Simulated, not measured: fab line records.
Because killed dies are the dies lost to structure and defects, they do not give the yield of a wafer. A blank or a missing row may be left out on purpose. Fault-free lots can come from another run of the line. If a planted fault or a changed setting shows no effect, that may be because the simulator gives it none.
Matching of chambers / flow n5Finfet / 4 sister chambers for N5_BEOL_M7_ETCH_65 on rieDiel-04
The step etches SiARC in CF4, target depth 15.6 nm, time 26 s. 4 wafers are shown with their chamber, then 7 later ones without.

EACH WAFER AND ITS CHAMBER
wafer=L076.4; chamber=2; showerheadPlenumPTorr (Torr)=2.22
wafer=L084.3; chamber=1; showerheadPlenumPTorr (Torr)=2.09
wafer=L082.1; chamber=3; showerheadPlenumPTorr (Torr)=2.05
wafer=L082.3; chamber=0; showerheadPlenumPTorr (Torr)=2.12

WAFERS WHOSE CHAMBER IS MISSING
wafer=L082.5; showerheadPlenumPTorr (Torr)=2.21
wafer=L083.2; showerheadPlenumPTorr (Torr)=2.12
wafer=L083.5; showerheadPlenumPTorr (Torr)=2.12
wafer=L083.6; showerheadPlenumPTorr (Torr)=2.08
wafer=L091.3; showerheadPlenumPTorr (Torr)=2.12
wafer=L091.4; showerheadPlenumPTorr (Torr)=2.12
wafer=L091.6; showerheadPlenumPTorr (Torr)=2.05

THE CHAMBER EACH PASSED THROUGH
wafer=L082.5; from the rows above=2; in truth=2
wafer=L083.2; from the rows above=0; in truth=0
wafer=L083.5; from the rows above=0; in truth=0
wafer=L083.6; from the rows above=1; in truth=1
wafer=L091.3; from the rows above=0; in truth=0
wafer=L091.4; from the rows above=0; in truth=0
wafer=L091.6; from the rows above=3; in truth=3
Correctly placed: 7 of 7. Can't be placed from these rows: 0. Placed wrongly: 0.
How it was worked out, from the rows above alone: a wafer's distance from a chamber is the root of the sum, over the readings, of the square of ((its reading less the chamber's mean) divided by the reading's scatter). The wafer belongs to the nearest chamber; if the next one is less than 2 further off, it can't be placed. A chamber's mean is the mean of its shown wafers. The scatter (one wafer shown for each chamber): square how far every hidden wafer sits from the nearest shown wafer, average those squares and take the square root.
